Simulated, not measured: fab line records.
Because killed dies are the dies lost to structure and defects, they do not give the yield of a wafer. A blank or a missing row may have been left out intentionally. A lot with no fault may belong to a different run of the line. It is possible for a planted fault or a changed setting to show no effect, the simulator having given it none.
Matching of chambers :: flow nand harc :: NHARC_A_STAIRCASE_DESCUM_219 on rie diel-06 has 4 sister chambers
The step chemistry O2, time 3 s. 4 wafers are shown with their chamber, then 10 later ones without.

== WAFERS PAIRED WITH THEIR CHAMBERS ==
wafer: L088.3
chamber: 1
showerhead plenum p Torr (Torr): 1.93

wafer: L087.5
chamber: 0
showerhead plenum p Torr (Torr): 1.84

wafer: L085.3
chamber: 2
showerhead plenum p Torr (Torr): 2.07

wafer: L085.4
chamber: 3
showerhead plenum p Torr (Torr): 1.78

== WAFERS WITHOUT THEIR CHAMBER ==
wafer: L085.5
showerhead plenum p Torr (Torr): 2.07

wafer: L094.2
showerhead plenum p Torr (Torr): 2.06

wafer: L094.4
showerhead plenum p Torr (Torr): 1.84

wafer: L094.6
showerhead plenum p Torr (Torr): 1.77

wafer: L097.1
showerhead plenum p Torr (Torr): 1.77

wafer: L097.2
showerhead plenum p Torr (Torr): 1.84

wafer: L097.5
showerhead plenum p Torr (Torr): 1.84

wafer: L095.1
showerhead plenum p Torr (Torr): 1.77

wafer: L095.4
showerhead plenum p Torr (Torr): 1.92

wafer: L095.6
showerhead plenum p Torr (Torr): 2.06

== WHICH CHAMBER EACH ONE RAN IN ==
wafer: L085.5
from the rows above: 2
in truth: 2

wafer: L094.2
from the rows above: 2
in truth: 2

wafer: L094.4
from the rows above: 0
in truth: 0

wafer: L094.6
from the rows above: 3
in truth: 3

wafer: L097.1
from the rows above: 3
in truth: 3

wafer: L097.2
from the rows above: 0
in truth: 0

wafer: L097.5
from the rows above: 0
in truth: 0

wafer: L095.1
from the rows above: 3
in truth: 3

wafer: L095.4
from the rows above: 1
in truth: 1

wafer: L095.6
from the rows above: 2
in truth: 2
10 of 10 placed correctly. From these rows, 0 cannot be placed. Wrongly placed: 0.
How it was worked out, from the rows above alone: a wafer's distance from a chamber is the root of the sum, over the readings, of the square of ((its reading less the chamber's mean) divided by the reading's scatter). If the next closest chamber is less than 2 further off than the closest, the wafer can't be placed; otherwise it belongs to the closest. A chamber's mean is the mean of its shown wafers. The scatter: with one shown wafer a chamber, the root of the mean of the squares of how far each hidden wafer lies from its nearest shown one.
